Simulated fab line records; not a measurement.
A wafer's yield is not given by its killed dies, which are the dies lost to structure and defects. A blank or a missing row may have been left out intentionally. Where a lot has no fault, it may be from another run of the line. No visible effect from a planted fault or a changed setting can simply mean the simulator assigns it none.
Split-lot experiment -- flow n5 finfet -- 21 wafers read from 7 lots, route of 1938 steps

== SPLIT DETAILS ==
At N5_BEOL_M3_COAT_22 (resist thk 30 nm), the setting spin rpm was moved away from the recipe's 1500 rpm on 8 of the 21 wafers read, by -9.9% to +10.3%. For the rest of the wafers, this setting stayed at what the recipe calls for.

== FROM THE SPLIT TO THE READING: what the file shows between them, 2 steps ==
- N5_BEOL_M3_EBR_24
- N5_BEOL_M3_SOFTBAKE_23: time 60 s

== THE READING ==
CAR-EUV_of_BEOL_M3_COAT_22.thk nm (the simulator's own value, which no gauge read), in nm, at N5_BEOL_M3_DESCUM_33 (chemistry O2, time 7 s). The file does not state a usual value for it. Here, 13 wafers ran the recipe; their average is 26.1 nm with a standard deviation of 0.1 nm.

wafer,"tool, chamber at the split","spin rpm as run, rpm",against the recipe,"CAR-EUV_of_BEOL_M3_COAT_22.thk nm, nm",against lot-mates on the recipe
L075.1,"litho track-04, 0",1500,recipe,26,-
L075.3,"litho track-04, 0",1500,recipe,26,-
L075.4,"litho track-04, 0",1500,recipe,26,-
L074.1,"litho track-05, 0",1500,recipe,26.2,-
L074.2,"litho track-05, 0",1500,recipe,26.2,-
L074.6,"litho track-05, 0",1500,recipe,26.2,-
L084.1,"litho track-05, 0",1500,recipe,26,-
L084.3,"litho track-05, 0",1500,recipe,26,-
L084.5,"litho track-05, 0",1500,recipe,26,-
L088.1,"litho track-03, 0",1654,+10.3%,24.6,no lot-mate on the recipe
L088.2,"litho track-03, 0",1654,+10.3%,24.6,no lot-mate on the recipe
L088.5,"litho track-03, 0",1654,+10.3%,24.6,no lot-mate on the recipe
L089.1,"litho track-04, 0",1351,-9.9%,27.8,+1.8
L089.6,"litho track-04, 0",1351,-9.9%,27.8,+1.8
L089.2,"litho track-04, 0",1500,recipe,26,-
L091.1,"litho track-04, 0",1500,recipe,26.2,-
L091.4,"litho track-04, 0",1624,+8.3%,24.8,-1.4
L091.6,"litho track-04, 0",1624,+8.3%,24.8,-1.4
L095.1,"litho track-04, 0",1378,-8.1%,27.6,+1.4
L095.3,"litho track-04, 0",1500,recipe,26.2,-
L095.5,"litho track-04, 0",1500,recipe,26.2,-

THE FIT
A straight line over all 21 wafers: CAR-EUV_of_BEOL_M3_COAT_22.thk nm changes by -0.16 nm for each +1% of spin rpm; r = -0.99; the points scatter about the line by 0.11 nm.
The same after taking each lot's own level away (the mean of its wafers on the recipe; 18 wafers): -0.175 nm for each +1%; r = -1.00; scatter 0.025 nm.
Per that fit: largest spin rpm move, reading shift of 1.8 nm.
Across the lots, their own levels run from 26.00 to 26.20 nm, a range of 2.0 times the standard deviation given above.
Consequently the slope shifts little with the lot-to-lot level, the two slopes agreeing.
Check: +1.73 nm against its lot-mates is what the line predicts for one of the wafers moved furthest among these (-9.9%) when that wafer is left out of the fit. Against them it came out at +1.8 nm.

== OTHER SPLITS ON THESE WAFERS ==
Before the reading, these wafers also passed through other splits. Each is held against what the fit with the lots' levels taken away leaves over:
other split on the same wafers,wafers away from the commonest value,r with CAR-EUV_of_BEOL_M3_COAT_22.thk nm (lot level and that fit taken away)
N5_BEOL_M2_COAT_62 spin rpm,4,+0.35
N5_BEOL_M3_ETCH_64 time s,6,+0.16

== THE WHOLE CHAIN: every reading that the file lists as answering this split, in the file's order ==
step,what it does,reading,change (the file's fit),r (the file's)
N5_BEOL_M3_COAT_22,resist thk 30 nm,"CAR-EUV_of_BEOL_M3_COAT_22.thk nm (the simulator's own value, which no gauge read)",-0.157 nm for each +1% of the setting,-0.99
N5_BEOL_M3_DESCUM_33,"chemistry O2, time 7 s","CAR-EUV_of_BEOL_M3_COAT_22.thk nm (the simulator's own value, which no gauge read)",-0.175 nm for each +1% of the setting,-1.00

== THE FILE'S OWN FIT ==
CAR-EUV_of_BEOL_M3_COAT_22.thk nm changes by -0.175 nm for each +1% of spin rpm, r = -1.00.
